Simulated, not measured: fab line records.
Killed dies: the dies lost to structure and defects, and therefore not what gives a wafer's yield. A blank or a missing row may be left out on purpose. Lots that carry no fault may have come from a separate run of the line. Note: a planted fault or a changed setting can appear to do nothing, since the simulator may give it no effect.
Which tool is to blame?	flow n5_finfet	72 wafers from 24 lots sampled at 3 of the route's 1938 steps

== WHAT EACH GAUGE READ, for each wafer ==
N5_BEOL_M8_CD_MEAS_18: pitch 80 nm, target cd 40 nm. Usual: cd_nm 40.1 nm, standard deviation 0.46.
lot	measured	on	cd_nm (nm)	flag
L074	day 8 20:50	cd_sem-03	41.0 40.1 41.1	
L075	day 9 17:11	cd_sem-03	39.8 40.2 40.2	
L076	day 9 20:01	cd_sem-01	40.2 40.3 40.1	
L077	day 9 20:40	cd_sem-02	40.1 40.0 40.3	
L078	day 9 22:50	cd_sem-01	40.5 40.2 39.7	
L079	day 10 09:59	cd_sem-01	39.8 40.4 40.0	
L080	day 10 18:09	cd_sem-02	40.5 40.2 40.1	
L082	day 10 18:34	cd_sem-02	40.2 39.7 40.4	
L081	day 11 03:20	cd_sem-01	39.8 39.6 39.3	
L083	day 11 03:24	cd_sem-02	39.5 39.9 39.6	
L085	day 11 18:34	cd_sem-02	40.4 40.6 40.4	
L084	day 11 18:47	cd_sem-01	39.6 40.0 40.4	
L087	day 12 12:21	cd_sem-01	40.3 39.3 39.8	
L086	day 12 15:01	cd_sem-01	39.7 39.3 38.7	
L089	day 12 17:31	cd_sem-01	40.7 40.6 40.5	
L090	day 12 22:02	cd_sem-03	39.9 39.8 40.1	
L088	day 12 22:30	cd_sem-01	40.1 40.1 40.2	
L091	day 13 10:03	cd_sem-03	41.2 40.5 41.3	
L092	day 13 19:04	cd_sem-03	40.5 40.8 40.3	
L094	day 13 22:05	cd_sem-03	40.5 40.0 40.3	
L093	day 14 01:35	cd_sem-03	39.6 39.4 40.0	
L095	day 14 03:52	cd_sem-02	40.2 40.6 40.1	
L096	day 14 12:47	cd_sem-02	39.4 40.2 40.0	
L097	day 15 06:41	cd_sem-01	40.3 40.2 39.7	

== WHICH TOOL RAN EACH LOT (tool, then ch and the chambers of the sampled wafers, then the start) ==
lot	N5_BEOL_M8_ILD_DEP_00	N5_BEOL_M8_STRIP_67
L074	pecvd-03 ch 0,1,2, day 8 18:21	rie_diel-04 ch 0,1, day 8 20:36
L075	pecvd-03 ch 1,2, day 9 14:38	rie_diel-04 ch 0,1,2, day 9 16:52
L076	pecvd-03 ch 1,2, day 9 16:22	rie_diel-04 ch 0,3, day 9 19:35
L077	pecvd-04 ch 0,1, day 9 17:59	rie_diel-04 ch 0,1,3, day 9 20:22
L078	pecvd-04 ch 0,1, day 9 20:58	rie_diel-04 ch 0,3, day 9 22:36
L079	pecvd-03 ch 0,1, day 10 07:29	rie_diel-04 ch 0,1,2, day 10 09:39
L080	pecvd-03 ch 1,2, day 10 15:28	rie_diel-01 ch 0,2,3, day 10 17:56
L082	pecvd-03 ch 1,2, day 10 16:09	rie_diel-05 ch 1,2, day 10 18:20
L081	pecvd-02 ch 0,2, day 11 00:20	rie_diel-01 ch 0,1, day 11 03:07
L083	pecvd-02 ch 1,2, day 11 00:37	rie_diel-04 ch 1,3, day 11 03:10
L085	pecvd-03 ch 0,1, day 11 15:34	rie_diel-01 ch 0,2,3, day 11 18:09
L084	pecvd-04 ch 0,1,2, day 11 16:08	rie_diel-01 ch 0,1, day 11 18:28
L087	pecvd-04 ch 0,1,2, day 12 10:16	rie_diel-01 ch 0,1,2, day 12 12:01
L086	pecvd-03 ch 0,1,2, day 12 13:19	rie_diel-04 ch 2,3, day 12 14:44
L089	pecvd-03 ch 0,1, day 12 14:46	rie_diel-01 ch 1,2, day 12 17:18
L090	pecvd-03 ch 1,2, day 12 19:31	rie_diel-04 ch 1,2, day 12 21:49
L088	pecvd-02 ch 0,2, day 12 20:19	rie_diel-04 ch 0,1, day 12 22:17
L091	pecvd-04 ch 0,1,2, day 13 07:31	rie_diel-04 ch 2,3, day 13 09:47
L092	pecvd-03 ch 0,1, day 13 14:44	rie_diel-05 ch 0,1,2, day 13 18:41
L094	pecvd-03 ch 0,1, day 13 19:08	rie_diel-01 ch 1,2,3, day 13 21:52
L093	pecvd-03 ch 1,2, day 13 21:56	rie_diel-01 ch 0,1,2, day 14 01:17
L095	pecvd-02 ch 0,1, day 14 02:12	rie_diel-01 ch 0,1,3, day 14 03:38
L096	pecvd-04 ch 0,1, day 14 10:27	rie_diel-05 ch 1,3, day 14 12:32
L097	pecvd-02 ch 0,2, day 15 03:38	rie_diel-04 ch 0,1,3, day 15 06:23
- N5_BEOL_M8_ILD_DEP_00: deposits SiCOH lowk from DEMS/porogen, target thk 179.75 nm, time 33.4 s.
- N5_BEOL_M8_STRIP_67: strips in CF4.

== AS READ BY THE TOOLS THEMSELVES (means over the sampled wafers that have a number; for cases with no such wafer, the mark the record gives instead) ==
N5_BEOL_M8_ILD_DEP_00. Usual: heater_power_w 310 W, standard deviation 55; showerhead_plenum_p_Torr 5.742 Torr, standard deviation 0.012; throttle_valve_pct 13.9 %, standard deviation 0.61.
lot	tool	heater_power_w (W)	showerhead_plenum_p_Torr (Torr)	throttle_valve_pct (%)	flag
L074	pecvd-03	270	5.736	13.5	
L075	pecvd-03	275	5.744	13.5	
L076	pecvd-03	283	5.732	13.7	
L077	pecvd-04	400	5.764	14.3	
L078	pecvd-04	412	5.758	14.3	
L079	pecvd-03	311	5.737	13.7	
L080	pecvd-03	290	5.736	13.9	
L082	pecvd-03	280	5.741	13.8	
L081	pecvd-02	322	5.748	14.0	
L083	pecvd-02	282	5.741	13.5	
L085	pecvd-03	309	5.740	13.6	
L084	pecvd-04	369	5.743	14.1	
L087	pecvd-04	390	5.748	13.9	
L086	pecvd-03	307	5.733	13.7	
L089	pecvd-03	299	5.742	13.6	
L090	pecvd-03	284	5.737	13.7	
L088	pecvd-02	324	5.749	14.1	
L091	pecvd-04	369	5.742	14.0	
L092	pecvd-03	271	5.744	13.9	
L094	pecvd-03	279	5.741	13.6	
L093	pecvd-03	308	5.743	13.8	
L095	pecvd-02	282	5.749	15.2	
L096	pecvd-04	417	5.748	14.1	
L097	pecvd-02	314	5.754	14.0	

N5_BEOL_M8_STRIP_67. Usual: drypump_motor_current_A 6.0 A, standard deviation 0.51; oes_product_au 0.79 a.u., standard deviation 0.08; rf_vpp_V 271.3 V, standard deviation 1.7; showerhead_plenum_p_Torr 1.80 Torr, standard deviation 0.052; throttle_valve_pct 13.59 %, standard deviation 0.29.
lot	tool	drypump_motor_current_A (A)	oes_product_au (a.u.)	rf_vpp_V (V)	showerhead_plenum_p_Torr (Torr)	throttle_valve_pct (%)	flag
L074	rie_diel-04	6.0	0.75	270.5	1.77	13.73	
L075	rie_diel-04	6.0	0.80	269.4	1.78	13.49	
L076	rie_diel-04	6.3	0.70	269.9	1.75	13.53	
L077	rie_diel-04	6.0	0.73	270.4	1.78	13.61	
L078	rie_diel-04	6.3	0.70	269.4	1.75	13.54	
L079	rie_diel-04	6.0	0.78	270.3	1.78	13.50	
L080	rie_diel-01	5.7	0.76	271.2	1.77	13.75	
L082	rie_diel-05	6.5	0.81	270.7	1.81	13.53	
L081	rie_diel-01	5.9	0.85	271.4	1.82	13.79	
L083	rie_diel-04	5.7	0.73	272.0	1.82	13.61	
L085	rie_diel-01	5.7	0.75	270.0	1.76	13.77	
L084	rie_diel-01	6.3	0.84	271.4	1.81	13.83	
L087	rie_diel-01	6.3	0.79	271.4	1.80	13.82	
L086	rie_diel-04	5.7	0.81	270.5	1.83	13.25	
L089	rie_diel-01	6.6	0.74	271.0	1.79	13.78	
L090	rie_diel-04	5.7	0.78	271.2	1.80	13.64	
L088	rie_diel-04	6.3	0.87	272.6	1.87	13.34	
L091	rie_diel-04	5.7	0.79	272.9	1.83	13.27	
L092	rie_diel-05	6.2	0.80	270.5	1.78	13.52	
L094	rie_diel-01	6.1	0.82	271.7	1.83	13.61	
L093	rie_diel-01	6.2	0.77	271.9	1.80	13.84	
L095	rie_diel-01	5.8	0.86	272.4	1.84	13.64	
L096	rie_diel-05	5.8	0.78	273.1	1.85	13.63	
L097	rie_diel-04	6.0	0.86	271.8	1.84	13.35	

== THE ANSWER, worked out from the rows above alone ==
Rule: a lot is off if the mean of its wafers that have a number lies more than 3 standard deviations from the usual mean. Also off: a lot with no number at a reading for which 4 or more lots have one. The other lots that the step has rows for count as sound. After the gauges, taken in route order, come the tools' own readings; for these a lot's mean is taken, as printed above. At the first step where some lot is off, the reading lying furthest off is the one used; lots without a number count as furthest.
No lot is off at any reading shown: from this, nothing can be told.

== WHAT HAD BEEN PUT IN BY THE SIMULATOR ==
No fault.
